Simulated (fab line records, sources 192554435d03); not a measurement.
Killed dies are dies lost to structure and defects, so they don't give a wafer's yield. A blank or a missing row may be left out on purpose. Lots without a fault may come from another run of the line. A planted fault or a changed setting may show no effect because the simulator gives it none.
One fault seen from 2 desks | flow n5_finfet | each desk has only its own numbers; what lay behind them comes last

THE TOOL OWNER'S DESK: rie_diel-06
The tool's own readings at N5_BEOL_M3_ETCH_70 (etches SOC in N2/H2, target depth 80 nm, overetch 16 nm, time 120 s): means of the sampled wafers that have a number, for each lot that ran on this tool. A lot is out of limits, marked OUT, if its mean lies more than 4 standard deviations from the usual mean; the brackets give that distance.
Columns: A = drypump_motor_current_A at N5_BEOL_M3_ETCH_70, usual 5.6 A; B = oes_product_au at N5_BEOL_M3_ETCH_70, usual 0.61 a.u.; C = rf_fwd_power_W at N5_BEOL_M3_ETCH_70, usual 836 W; D = rf_vpp_V at N5_BEOL_M3_ETCH_70, usual 524.2 V; E = showerhead_plenum_p_Torr at N5_BEOL_M3_ETCH_70, usual 2.56 Torr; F = throttle_valve_pct at N5_BEOL_M3_ETCH_70, usual 17.87 %
lot  | first seen here | A   | B    | C             | D     | E    | F
L932 | day 7 01:54     | 5.6 | 0.62 | 836           | 526.5 | 2.65 | 17.83
L933 | day 7 09:36     | 5.6 | 0.61 | 834           | 526.3 | 2.65 | 17.84
L936 | day 8 06:31     | 5.7 | 0.57 | 837           | 525.1 | 2.63 | 17.98
L943 | day 10 19:38    | 5.6 | 0.60 | 903 (+22) OUT | 514.0 | 2.64 | 17.88
L945 | day 10 23:04    | 5.3 | 0.62 | 901 (+21) OUT | 514.9 | 2.69 | 17.82
L955 | day 13 10:59    | 5.3 | 0.63 | 834           | 525.5 | 2.63 | 17.81
This desk's finding: out of limits on L943, L945; first on L943, day 10 19:38 (rf_fwd_power_W at N5_BEOL_M3_ETCH_70). In limits: L932, L933, L936, L955.

THE METROLOGY DESK
What the gauges read, lot by lot, whatever tool the lot ran on: means of the sampled wafers that have a number. A lot is out of limits, marked OUT, if its mean lies more than 4 standard deviations from the usual mean; the brackets give that distance. Of its 12 readings 7 are shown: those that lie furthest out on some lot.
Columns: A = cd_nm at N5_BEOL_M3_CD_MEAS_11, usual 16.93 nm; B = DIBL_P at N5_BEOL_M4_RC_MEAS_101, usual 38 mV/V; C = IOFF_N at N5_BEOL_M4_RC_MEAS_101, usual 0.19 nA/um; D = IOFF_P at N5_BEOL_M4_RC_MEAS_101, usual 0.24 nA/um; E = ION_P at N5_BEOL_M4_RC_MEAS_101, usual 465 uA/um; F = VT_N at N5_BEOL_M4_RC_MEAS_101, usual 248 mV; G = VT_P at N5_BEOL_M4_RC_MEAS_101, usual -249 mV
lot  | first seen here | A     | B  | C    | D    | E   | F   | G
L932 | day 7 00:25     | 16.84 | 38 | 0.18 | 0.23 | 461 | 251 | -248
L933 | day 7 02:08     | 16.61 | 39 | 0.18 | 0.24 | 461 | 251 | -250
L934 | day 7 17:59     | 17.11 | 39 | 0.16 | 0.21 | 464 | 251 | -250
L936 | day 8 01:32     | 17.03 | 40 | 0.23 | 0.29 | 471 | 245 | -246
L943 | day 10 15:32    | 16.72 | 41 | 0.26 | 0.32 | 472 | 244 | -246
L945 | day 10 15:55    | 16.92 | 35 | 0.18 | 0.26 | 479 | 247 | -245
L948 | day 11 02:58    | 17.01 | 38 | 0.16 | 0.21 | 465 | 251 | -250
L949 | day 11 08:04    | 16.92 | 37 | 0.18 | 0.21 | 458 | 250 | -252
L950 | day 11 15:04    | 17.01 | 37 | 0.17 | 0.23 | 465 | 248 | -248
L955 | day 13 03:50    | 16.71 | 38 | 0.17 | 0.23 | 466 | 250 | -250
This desk's finding: nothing out of limits on any of the 10 lots.

PUT TOGETHER
The tool owner's desk could have raised an alarm at day 10 19:38, on L943, L945.
The metrology desk saw nothing out of limits.
The metrology desk has L943, L945 on record, within its limits.
Of the lots named, all ran N5_BEOL_M3_ETCH_70 on rie_diel-06.

WHAT THE SIMULATOR HAD PUT IN
Process parameter drift: rie_diel-06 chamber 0, from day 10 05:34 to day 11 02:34, at N5_BEOL_M3_ETCH_70. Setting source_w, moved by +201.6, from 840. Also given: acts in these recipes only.
Lots struck among those shown: L943, L945.
Hours from the fault's start to each desk's first reading out of limits: the tool owner's desk, 14.
